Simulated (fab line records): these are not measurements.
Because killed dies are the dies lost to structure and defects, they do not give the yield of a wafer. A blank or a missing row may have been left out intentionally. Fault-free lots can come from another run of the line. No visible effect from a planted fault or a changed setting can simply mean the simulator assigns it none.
Matching of chambers | flow nand harc | rie diel-11 running NHARC_A_M1_ETCH_35: 4 sister chambers
The step etches the open film in N2/H2, target depth 40 nm, overetch 12 nm, time 43.94 s. 22 wafers are shown with their chamber, then 11 later ones without.

## WAFERS, EACH WITH ITS CHAMBER
wafer  | chamber | showerhead plenum p Torr (Torr) | drypump motor current A (A) | rf vpp V (V)
L077.1 | 2       | 2.17                            | 6.1                         | 434.1
L077.2 | 0       | 2.10                            | 5.5                         | 431.7
L077.3 | 1       | 2.01                            | 4.7                         | 428.5
L076.2 | 0       | 2.10                            | 5.5                         | 432.3
L076.4 | 2       | 2.17                            | 6.1                         | 433.9
L076.5 | 2       | 2.17                            | 6.1                         | 434.9
L081.1 | 2       | 2.17                            | 6.1                         | 433.5
L081.4 | 1       | 2.01                            | 4.7                         | 429.0
L081.5 | 3       | 2.18                            | 5.6                         | 436.0
L080.1 | 1       | 2.01                            | 4.7                         | 430.3
L080.2 | 2       | 2.17                            | 6.1                         | 434.2
L080.5 | 1       | 2.01                            | 4.7                         | 429.5
L079.2 | 0       | 2.09                            | 5.5                         | 431.2
L079.4 | 3       | 2.18                            | 5.6                         | 433.6
L079.5 | 3       | 2.18                            | 5.7                         | 434.3
L086.2 | 1       | 2.01                            | 4.7                         | 429.3
L086.3 | 0       | 2.09                            | 5.5                         | 431.4
L086.5 | 0       | 2.09                            | 5.5                         | 431.9
L087.2 | 1       | 2.01                            | 4.7                         | 429.0
L087.3 | 2       | 2.17                            | 6.1                         | 434.7
L087.5 | 3       | 2.18                            | 5.7                         | 435.2
L088.1 | 3       | 2.18                            | 5.7                         | 435.1

SIGNATURES (means of the wafers above)
reading                  | chamber 0 | chamber 1 | chamber 2 | chamber 3 | scatter within a chamber
showerhead plenum p Torr | 2.0940    | 2.0100    | 2.1700    | 2.1800    | 0.00258
drypump motor current A  | 5.500     | 4.700     | 6.100     | 5.660     | 0.0258
rf vpp V                 | 431.700   | 429.267   | 434.217   | 434.840   | 0.637
Rule: for each reading, subtract the chamber's mean from the wafer's reading, divide by that reading's scatter and square the result; add these up over the readings and take the root, which gives the wafer's distance from the chamber. The wafer belongs to the nearest chamber; if the next one is less than 2 further off, it can't be placed. The scatter: take each reading less its chamber's mean, square it, sum over the shown wafers, divide by the number of wafers less the number of chambers, and take the root.

## WAFERS MISSING THEIR CHAMBER
wafer  | showerhead plenum p Torr (Torr) | drypump motor current A (A) | rf vpp V (V)
L088.2 | 2.17                            | 6.1                         | 435.8
L088.4 | 2.01                            | 4.7                         | 429.6
L089.1 | 2.17                            | 6.1                         | 435.1
L089.5 | 2.18                            | 5.7                         | 434.8
L089.6 | 2.09                            | 5.5                         | 431.4
L090.2 | 2.01                            | 4.7                         | 429.9
L090.3 | 2.18                            | 5.7                         | 433.4
L090.6 | 2.17                            | 6.1                         | 432.8
L093.3 | 2.01                            | 4.7                         | 429.2
L093.5 | 2.17                            | 6.1                         | 435.0
L093.6 | 2.18                            | 5.6                         | 435.0

## CHAMBER TAKEN BY EACH
wafer  | from the rows above | in truth
L088.2 | 2                   | 2
L088.4 | 1                   | 1
L089.1 | 2                   | 2
L089.5 | 3                   | 3
L089.6 | 0                   | 0
L090.2 | 1                   | 1
L090.3 | 3                   | 3
L090.6 | 2                   | 2
L093.3 | 1                   | 1
L093.5 | 2                   | 2
L093.6 | 3                   | 3
Correct placement for 11 of the 11. Left unplaced by these rows: 0. Placed wrongly: 0.
